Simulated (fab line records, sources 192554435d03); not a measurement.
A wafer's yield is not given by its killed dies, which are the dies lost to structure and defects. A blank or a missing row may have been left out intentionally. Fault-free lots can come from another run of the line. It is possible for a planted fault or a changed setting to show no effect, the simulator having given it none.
Matching of chambers / flow n5-finfet / cvd-co-02 running N5_BEOL_M4_CO_CAP_55: 3 sister chambers
The step material Co, precursor CCTBA/H2, target thk 2 nm, time 102.1 s. 3 wafers are shown with their chamber, then 10 later ones without.

EACH WAFER AND ITS CHAMBER
wafer=L085.5; chamber=1; heater-power-w (W)=249
wafer=L086.1; chamber=2; heater-power-w (W)=219
wafer=L086.2; chamber=0; heater-power-w (W)=237

WAFERS MISSING THEIR CHAMBER
wafer=L086.5; heater-power-w (W)=252
wafer=L087.2; heater-power-w (W)=228
wafer=L087.4; heater-power-w (W)=233
wafer=L087.6; heater-power-w (W)=253
wafer=L089.2; heater-power-w (W)=231
wafer=L089.4; heater-power-w (W)=248
wafer=L089.6; heater-power-w (W)=228
wafer=L096.1; heater-power-w (W)=239
wafer=L096.4; heater-power-w (W)=237
wafer=L096.5; heater-power-w (W)=230

EACH ONE'S CHAMBER
wafer=L086.5; from the rows above=1; in truth=1
wafer=L087.2; from the rows above=can't be placed: 0 or 2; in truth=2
wafer=L087.4; from the rows above=can't be placed: 0 or 2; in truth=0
wafer=L087.6; from the rows above=1; in truth=1
wafer=L089.2; from the rows above=can't be placed: 0 or 2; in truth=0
wafer=L089.4; from the rows above=can't be placed: 1 or 0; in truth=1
wafer=L089.6; from the rows above=can't be placed: 0 or 2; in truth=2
wafer=L096.1; from the rows above=can't be placed: 0 or 1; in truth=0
wafer=L096.4; from the rows above=0; in truth=0
wafer=L096.5; from the rows above=can't be placed: 0 or 2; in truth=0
3 of 10 placed correctly. Can't be placed from these rows: 7 (the true chamber is among the candidates in 7). Placed wrongly: 0.
How it was worked out, from the rows above alone: a wafer's distance from a chamber is the root of the sum, over the readings, of the square of ((its reading less the chamber's mean) divided by the reading's scatter). If the next closest chamber is less than 2 further off than the closest, the wafer can't be placed; otherwise it belongs to the closest. For every chamber, the mean is computed from those of its wafers that are shown. The scatter (one wafer shown for each chamber): square how far every hidden wafer sits from the nearest shown wafer, average those squares and take the square root.
